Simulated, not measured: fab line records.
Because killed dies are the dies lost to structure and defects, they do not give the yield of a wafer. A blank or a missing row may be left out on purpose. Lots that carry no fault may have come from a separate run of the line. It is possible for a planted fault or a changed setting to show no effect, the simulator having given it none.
What tool caused it? :: flow n5-finfet :: 28 wafers from 10 lots sampled at 4 of the route's 1938 steps

## WHAT THE GAUGES READ, wafer by wafer
N5_BEOL_M4_RC_MEAS_101.
lot: L553
measured: day 8 16:16
on: prober-01
CJ_N: 4.38 4.31

lot: L555
measured: day 8 18:22
on: prober-02
CJ_N: 4.31 4.36 4.26

lot: L556
measured: day 9 18:02
on: prober-02
CJ_N: 4.19 4.27 4.32

lot: L557
measured: day 10 00:35
on: prober-02
CJ_N: 4.05 3.98 4.03

lot: L558
measured: day 10 13:59
on: prober-01
CJ_N: 4.32 4.41 4.28

lot: L559
measured: day 10 21:28
on: prober-02
CJ_N: 3.96 4.00 4.02

lot: L565
measured: day 12 04:47
on: prober-01
CJ_N: 4.22 4.32 4.33

lot: L569
measured: day 13 04:11
on: prober-01
CJ_N: 4.20 4.28 4.43

lot: L570
measured: day 13 05:05
on: prober-02
CJ_N: 4.29 4.32

lot: L572
measured: day 13 22:01
on: prober-02
CJ_N: 4.30 4.28 4.34

## WHICH TOOL RAN EACH LOT (tool, then ch and the chambers of the sampled wafers, then the start)
lot: L553
N5_ZERO_LAYER_ETCH_17: rie-diel-04 ch 0,2, day 2 06:52
N5_WELL_APT_IMPLANT_32: implanter-01 ch 0, day 2 09:22
N5_WELL_APT_RTA_34: rtp-anneal-01 ch 0, day 2 09:52

lot: L555
N5_ZERO_LAYER_ETCH_17: rie-diel-04 ch 0,1, day 2 18:52
N5_WELL_APT_IMPLANT_32: implanter-01 ch 0, day 2 21:33
N5_WELL_APT_RTA_34: rtp-anneal-02 ch 0, day 2 22:01

lot: L556
N5_ZERO_LAYER_ETCH_17: rie-diel-03 ch 0,1, day 3 01:02
N5_WELL_APT_IMPLANT_32: implanter-02 ch 0, day 3 03:52
N5_WELL_APT_RTA_34: rtp-anneal-02 ch 0, day 3 04:21

lot: L557
N5_ZERO_LAYER_ETCH_17: rie-diel-03 ch 1,2, day 3 06:44
N5_WELL_APT_IMPLANT_32: implanter-01 ch 0, day 3 09:19
N5_WELL_APT_RTA_34: rtp-anneal-02 ch 0, day 3 10:01

lot: L558
N5_ZERO_LAYER_ETCH_17: rie-diel-06 ch 1,2, day 3 12:50
N5_WELL_APT_IMPLANT_32: implanter-02 ch 0, day 3 15:26
N5_WELL_APT_RTA_34: rtp-anneal-01 ch 0, day 3 16:01

lot: L559
N5_ZERO_LAYER_ETCH_17: rie-diel-04 ch 0,1,3, day 3 19:00
N5_WELL_APT_IMPLANT_32: implanter-01 ch 0, day 3 21:38
N5_WELL_APT_RTA_34: rtp-anneal-01 ch 0, day 3 22:22

lot: L565
N5_ZERO_LAYER_ETCH_17: rie-diel-03 ch 0,2,3, day 5 06:43
N5_WELL_APT_IMPLANT_32: implanter-02 ch 0, day 5 09:11
N5_WELL_APT_RTA_34: rtp-anneal-02 ch 0, day 5 09:40

lot: L569
N5_ZERO_LAYER_ETCH_17: rie-diel-04 ch 0,2,3, day 6 06:44
N5_WELL_APT_IMPLANT_32: implanter-02 ch 0, day 6 09:20
N5_WELL_APT_RTA_34: rtp-anneal-01 ch 0, day 6 10:04

lot: L570
N5_ZERO_LAYER_ETCH_17: rie-diel-04 ch 1,3, day 6 12:51
N5_WELL_APT_IMPLANT_32: implanter-02 ch 0, day 6 15:23
N5_WELL_APT_RTA_34: rtp-anneal-01 ch 0, day 6 15:52

lot: L572
N5_ZERO_LAYER_ETCH_17: rie-diel-03 ch 0,1,2, day 7 00:51
N5_WELL_APT_IMPLANT_32: implanter-01 ch 0, day 7 05:20
N5_WELL_APT_RTA_34: rtp-anneal-02 ch 0, day 7 05:49
- N5_ZERO_LAYER_ETCH_17: etches SiO2 in CF4, target depth 12 nm, time 13.3 s.
- N5_WELL_APT_IMPLANT_32
- N5_WELL_APT_RTA_34: time 10 s.

## THE ANSWER, worked out from the rows above alone
Rule: the usual values come from the lots themselves. Put in order of their means at a reading, lots are off if they are a third of the lots or fewer, leave a main group of 4 or more, and stand apart from it by a gap of 3 or more times the standard deviation of the main group's means; of several such gaps the widest counts. If all means in a main group match to the digits the tables above print for the reading, that group is not used. Also off: a lot with no number at a reading for which 4 or more lots have one. Where the step has rows for the other lots, those lots are counted as sound.
Off: L557, L559, at N5_BEOL_M4_RC_MEAS_101 (CJ_N). Mean 4.31 and standard deviation 0.025 in the main group.
A tool fits if, at a process step before that reading, it ran every lot that is off, and no sound lot after the first of them. The gauges at N5_BEOL_M4_RC_MEAS_101 are tried like those tools. Of those tried, none fits.

## WHAT THE SIMULATOR HAD INSERTED
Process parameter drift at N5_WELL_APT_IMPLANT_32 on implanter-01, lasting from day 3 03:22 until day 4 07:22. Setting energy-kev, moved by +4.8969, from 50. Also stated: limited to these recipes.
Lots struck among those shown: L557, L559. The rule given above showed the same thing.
